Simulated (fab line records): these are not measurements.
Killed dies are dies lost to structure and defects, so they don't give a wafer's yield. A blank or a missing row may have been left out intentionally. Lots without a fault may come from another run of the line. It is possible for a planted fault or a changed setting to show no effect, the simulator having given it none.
What tool caused it?	flow nand-harc	7 lots with 21 wafers sampled at 2 steps, on a route of 1302 steps

== WHAT THE GAUGES SHOWED, per wafer ==
NHARC_P_BONDPAD_OVL_MEAS_38.
lot	measured	on	overlay-x-nm (nm)
L833	day 7 12:02	overlay-02	10 9 9
L835	day 8 04:55	overlay-01	5 5 5
L837	day 8 22:00	overlay-02	-10 -9 -10
L842	day 11 07:19	overlay-02	-6 -6 -6
L847	day 13 10:16	overlay-02	11 11 11
L850	day 14 14:44	overlay-01	-2 -2 -2
L853	day 15 21:58	overlay-01	1 1 1

== TOOL THAT RAN EACH LOT (tool first, then ch and the chambers of the sampled wafers, then the start) ==
lot	NHARC_P_M2_PVD_20
L833	pvd-sputter-01, day 7 12:02 or earlier
L835	pvd-sputter-03, day 8 04:55 or earlier
L837	pvd-sputter-01, day 8 22:00 or earlier
L842	pvd-sputter-03, day 11 07:19 or earlier
L847	pvd-sputter-01, day 13 10:16 or earlier
L850	pvd-sputter-01, day 14 14:44 or earlier
L853	pvd-sputter-01, day 15 21:58 or earlier
- NHARC_P_M2_PVD_20: deposits TaN, target thk 5 nm, time 8.06 s.

== THE ANSWER, worked out from the rows above alone ==
Rule: what is usual is taken from the lots themselves. Put in order of their means at a reading, lots are off if they are a third of the lots or fewer, leave a main group of 4 or more, and stand apart from it by a gap of 3 or more times the standard deviation of the main group's means; of several such gaps the widest counts. The tables above print the reading to a certain number of digits; a main group whose means all agree to those digits is not used. Also off: a lot with no number at a reading for which 4 or more lots have one. All remaining lots with rows at the step are treated as sound.
None of the lots is off at any reading shown; this tells nothing.

== WHAT WAS PUT IN BY THE SIMULATOR ==
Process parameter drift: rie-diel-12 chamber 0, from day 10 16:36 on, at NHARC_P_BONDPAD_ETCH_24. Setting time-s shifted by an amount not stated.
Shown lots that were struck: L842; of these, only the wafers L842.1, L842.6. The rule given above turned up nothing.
